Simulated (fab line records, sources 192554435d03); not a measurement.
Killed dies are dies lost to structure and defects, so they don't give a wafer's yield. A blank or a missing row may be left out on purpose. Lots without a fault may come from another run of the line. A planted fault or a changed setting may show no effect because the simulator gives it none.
Problem report in the 8D (eight disciplines) form, filled by code | flow n5_finfet | the parts of the form that need people (team, actions taken, sign-off) are left out

1. THE PROBLEM
killed_at_M0_to_M3 at N5_PASSIVATION_PROBE_49 reads a mean of 103 on 2 wafers of 1 lot; wafers without a fault read 33 with a standard deviation of 9.4. That is +7.4 standard deviations from the usual mean.
First seen on wafer L529.2, day 15 03:49, on prober-01. The record holds 10 wafers of 4 lots with a number at this step. Rule for "out", or "out of limits": more than 4 standard deviations from the usual mean. The other wafers with a number count as sound.

2. WHAT IT IS AND WHAT IT IS NOT
question                    | is                                      | is not
which readings at this step | killed_at_M0_to_M3, sort_bin_5_function | killed_at_M4_up, killed_at_contacts, killed_at_front_end, killed_at_other, killed_open, killed_short, sort_bin_6_memory, sort_bin_8_speed
which lots                  | L529                                    | L519, L535, L536
which wafers of those lots  | L529.2, L529.6                          | L529.5
read on which tools         | prober-01                               | prober-02
when                        | from day 15 03:49                       | up to then (3 sound wafers); but 5 sound wafers of L529, L535, L536 came after

3. SUSPECTS, AND WHAT RULES EACH OUT
Counting: a tool at a process step up to the reading stays a suspect if it ran every lot that is out. Sound lots after the first of them don't rule it out here, since some wafers of a struck lot are sound.
- pvd_sputter-02 at N5_BEOL_M1_SPUTTER_48 (material Cu, target thk 4.5 nm, time 8.29 s): kept. It ran the lot that is out, L529 (day 8 20:55).
- rie_metal-01 at N5_PASSIVATION_AL_ETCH_33 (etches Al in Cl2/BCl3, stops on TaN, target depth 2800 nm, time 466.7 s): kept. It ran the lot that is out, L529 (day 14 21:23); its last sound lot up to then is L519 (day 12 03:38).
- prober-01 at N5_PASSIVATION_PROBE_49: kept. It ran the lot that is out, L529 (day 15 03:49). Its own readings are out on those wafers: killed_at_M0_to_M3, sort_bin_5_function.
- Within rie_metal-01 at N5_PASSIVATION_AL_ETCH_33: the wafers that are out ran in chamber 0; their sound lot-mates ran in chamber 1.
Left after counting: pvd_sputter-02 at N5_BEOL_M1_SPUTTER_48, rie_metal-01 at N5_PASSIVATION_AL_ETCH_33, prober-01 at N5_PASSIVATION_PROBE_49.

4. THE CAUSE (what the simulator had put in)
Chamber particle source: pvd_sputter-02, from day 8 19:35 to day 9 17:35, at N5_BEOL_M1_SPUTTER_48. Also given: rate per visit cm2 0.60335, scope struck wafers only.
Counting left 3 suspects, and this tool is among them.

5. THE CHAIN OF EFFECTS, in route order
Each row: a reading whose mean over the struck wafers that have a number lies more than 3 standard deviations from the usual. Only readings for which the record gives a usual standard deviation are gone through. hours: the time from each lot's start at the first step in this table that gives one to its start at this step, as a median over the lots. sigmas: the change in usual standard deviations.
hours | step                    | reading              | usual  | on struck wafers | change | sigmas
0     | N5_PASSIVATION_PROBE_49 | defect_limited_yield | 91.6 % | 86.3             | -5.3   | -4.4
0     | N5_PASSIVATION_PROBE_49 | killed_at_M0_to_M3   | 33     | 103              | +70    | +7.4
0     | N5_PASSIVATION_PROBE_49 | killed_dies          | 99     | 162              | +62    | +4.2
0     | N5_PASSIVATION_PROBE_49 | sort_bin_5_function  | 4.9 %  | 8.4              | +3.5   | +4.5
0     | N5_PASSIVATION_PROBE_49 | sort_n_pass          | 1081   | 1018             | -62    | -4.2
0     | N5_PASSIVATION_PROBE_49 | sort_yield_pct       | 91.6 % | 86.3             | -5.3   | -4.4
The process steps in it:
- N5_PASSIVATION_PROBE_49

6. WHAT WOULD HAVE CAUGHT IT SOONER
In this record the first reading out of limits was taken at day 15 03:49, 152 hours after the fault began at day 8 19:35.
Of the tool readings at N5_BEOL_M1_SPUTTER_48 for which the record gives a usual standard deviation, none was out on any struck wafer, so an alarm limit of 4 standard deviations on them would not have fired.
All the lots that are out (1) had begun N5_BEOL_M1_SPUTTER_48 on pvd_sputter-02 by day 15 03:49. A hold on the tool at that time would have spared none of them.
